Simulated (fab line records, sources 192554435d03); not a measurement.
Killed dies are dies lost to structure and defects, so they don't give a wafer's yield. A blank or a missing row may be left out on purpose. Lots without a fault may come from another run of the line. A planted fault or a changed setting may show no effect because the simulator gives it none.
A struck lot beside a sound one | flow n5_finfet | 15 steps out of a route of 1938
Sound: wafers L109.1, L109.2, L109.6. Struck: wafers L118.4, L118.5, L118.6. The cause comes at the end.
At each step with rows: each side's tool, then ch and its chambers, then its first start. Under that, the readings that differ: sound wafers | struck wafers | difference of the means | sigmas: that difference in standard deviations of wafers without a fault.
alike: readings whose means differ by less than 2 such deviations, and words and numbers that are the same on both sides. not compared: withheld readings, readings that some wafer has no value for, bounds like >300 that may hide the same value, and numbers for which the record gives no deviation and whose values overlap.
The two part at a step that has a row with sigmas, a row that says differs or no value, or rows on one side only. Numbers that don't overlap but have no deviation are shown without sigmas and don't part them. A reading that every wafer of one side lacks parts them only if that side has two wafers or more.

N5_GATE_CUT_VAPOR_ETCH_60: etches HfO2 in BCl3/Cl2.
  sound on rie_metal-02 ch 0,1, day 6 16:17; struck on rie_metal-02 ch 0,1, day 8 19:01
  alike: drypump_motor_current_A, oes_product_au
N5_GATE_CUT_ETCH_58: etches SiNx in CH3F/O2, target depth 17 nm, time 128.6 s.
  sound on rie_diel-02 ch 1,2, day 6 16:20; struck on rie_diel-02 ch 0,1,3, day 8 19:09
  alike: drypump_motor_current_A, oes_product_au, rf_vpp_V, showerhead_plenum_p_Torr, throttle_valve_pct
  not compared: rf_hours_counter_h
then, 3 steps without rows for these wafers: N5_GATE_CUT_STRIP_59 (strips in N2/H2, time 20 s); N5_GATE_CUT_PRECLEAN_31 (cleans in DIW, time 300 s); N5_GATE_CUT_SRD_32 (time 30 s).
N5_GATE_CUT_SAC_CAP_01: material SiNx, target thk 24 nm, pulse time 1 s, ald cycles 480.
  sound on ald_sin-01 ch 1,2,3, day 6 17:03; struck on ald_sin-01 ch 1,2, day 8 20:07
  alike: heater_power_outer_w, heater_power_w, precursor_pulse_height_rel, susceptor_temp_C
  not compared: since_wet_clean_h
N5_GATE_CUT_PECVD_57: deposits SiNx from SiH4/NH3/N2, target thk 21 nm.
  sound on pecvd-04 ch 0,2, day 6 19:14; struck on pecvd-01 ch 0,1,2, day 8 22:20
  reading            | sound        | struck      | difference | sigmas
  heater_power_w (W) | 823 1002 978 | 589 806 721 | -229       | -2
  alike: heater_power_outer_w, showerhead_plenum_p_Torr, susceptor_temp_C, throttle_valve_pct
  not compared: since_wet_clean_h
N5_GATE_CUT_CMP_02: polishes, stops on SiO2, t overpolish 12.7 s, target thk 0 nm.
  sound on cmp-04 ch 0,1,2, day 6 19:19; struck on cmp-01 ch 2,3, day 8 22:23
  alike: edge_zone_pressure_frac, motor_current_A, overpolish_run_s, time_to_endpoint_s
then, 3 steps without rows for these wafers: N5_GATE_CUT_HM_DEP_46 (deposits SiO2 from TEOS/O2, target thk 130 nm, time 26.6 s); N5_GATE_CUT_COAT_34 (time 60 s, resist thk 60 nm); N5_GATE_CUT_COAT_35 (time 60 s, resist thk 10 nm).
N5_GATE_CUT_COAT_27: time 60 s, resist thk 10 nm.
  sound on litho_track-05 ch 0, day 6 19:43; struck on litho_track-01 ch 0, day 8 22:47
  reading                  | sound                | struck               | difference | sigmas
  heater_power_total_W (W) | 392.0 390.9 391.9    | 386.7 383.9 388.1    | -5.4       | -4
  plate_temp_C (C)         | 204.98 204.98 204.89 | 202.49 202.39 202.27 | -2.57      | -16
then, 1 step without rows for these wafers: N5_GATE_CUT_COAT_07 (resist thk 30 nm).
-- the record jumps here: 3 days lie between the struck wafers' starts before and after (it left off in module GATE_CUT and takes up again in module BEOL_M4, whose first step shown is number 1111 of the route) --
N5_BEOL_M4_RC_MEAS_101:
  sound on prober-01 ch 0, day 10 08:56; struck on prober-01 ch 0, day 11 22:43
  alike: DIBL_N, DIBL_P, IOFF_N, IOFF_P, ION_N, ION_P, SS_N, SS_P, VT_N, VT_P
then, 1 step without rows for these wafers: N5_PASSIVATION_PROBE_49.

WHERE THEY PART
First at N5_GATE_CUT_PECVD_57; last, within this record, at N5_GATE_CUT_COAT_27. Later steps at which nothing parts them and some readings are alike: N5_BEOL_M4_RC_MEAS_101.

WHY: what the simulator had put in
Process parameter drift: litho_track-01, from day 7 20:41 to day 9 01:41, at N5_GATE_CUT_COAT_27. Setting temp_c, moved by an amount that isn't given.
